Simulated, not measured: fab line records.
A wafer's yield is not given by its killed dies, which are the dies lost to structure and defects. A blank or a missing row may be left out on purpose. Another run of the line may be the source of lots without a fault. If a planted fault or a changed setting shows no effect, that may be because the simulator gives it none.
Chamber matching | flow n5Finfet | N5_DUMMY_GATE_STRIP_41 on rieDiel-03 has 4 sister chambers
The step strips in O2. 14 wafers are shown with their chamber, then 7 later ones without.

## WAFERS, EACH WITH ITS CHAMBER
wafer  | chamber | drypumpMotorCurrentA (A) | showerheadPlenumPTorr (Torr) | throttleValvePct (%)
L074.3 | 1       | 6.1                      | 2.02                         | 16.29
L074.4 | 2       | 5.0                      | 2.19                         | 16.62
L074.5 | 1       | 6.1                      | 2.02                         | 16.29
L075.2 | 1       | 6.1                      | 2.02                         | 16.30
L075.4 | 3       | 5.4                      | 2.15                         | 16.61
L075.6 | 0       | 5.5                      | 2.10                         | 16.89
L089.2 | 3       | 5.3                      | 2.14                         | 16.65
L089.4 | 2       | 5.0                      | 2.19                         | 16.67
L089.5 | 2       | 5.0                      | 2.19                         | 16.67
L090.2 | 3       | 5.3                      | 2.14                         | 16.65
L090.4 | 1       | 6.1                      | 2.02                         | 16.34
L090.5 | 0       | 5.5                      | 2.09                         | 16.93
L092.2 | 0       | 5.5                      | 2.09                         | 16.94
L092.3 | 2       | 5.0                      | 2.18                         | 16.68

SIGNATURES, as means of the wafers listed above
reading               | chamber 0 | chamber 1 | chamber 2 | chamber 3 | scatter within a chamber
drypumpMotorCurrentA  | 5.500     | 6.100     | 5.000     | 5.333     | 0.0258
showerheadPlenumPTorr | 2.0933    | 2.0200    | 2.1875    | 2.1433    | 0.00456
throttleValvePct      | 16.9200   | 16.3050   | 16.6600   | 16.6367   | 0.0252
Rule: a wafer lies at a distance from a chamber equal to the root of the sum of squares, over the readings, of (its reading less the chamber's mean, divided by the reading's scatter). The wafer belongs to the nearest chamber; if the next one is less than 2 further off, it can't be placed. The scatter: take each reading less its chamber's mean, square it, sum over the shown wafers, divide by the number of wafers less the number of chambers, and take the root.

## WAFERS WITHOUT THEIR CHAMBER
wafer  | drypumpMotorCurrentA (A) | showerheadPlenumPTorr (Torr) | throttleValvePct (%)
L092.4 | 5.4                      | 2.14                         | 16.65
L094.1 | 5.0                      | 2.18                         | 16.70
L094.2 | 5.3                      | 2.14                         | 16.69
L094.6 | 5.0                      | 2.18                         | 16.69
L096.1 | 5.5                      | 2.09                         | 16.97
L096.3 | 5.0                      | 2.18                         | 16.70
L096.6 | 5.4                      | 2.14                         | 16.67

## THE CHAMBER EACH PASSED THROUGH
wafer  | from the rows above | in truth
L092.4 | 3                   | 3
L094.1 | 2                   | 2
L094.2 | 3                   | 3
L094.6 | 2                   | 2
L096.1 | 0                   | 0
L096.3 | 2                   | 2
L096.6 | 3                   | 3
Correctly placed: 7 of 7. Can't be placed from these rows: 0. Placed wrongly: 0.
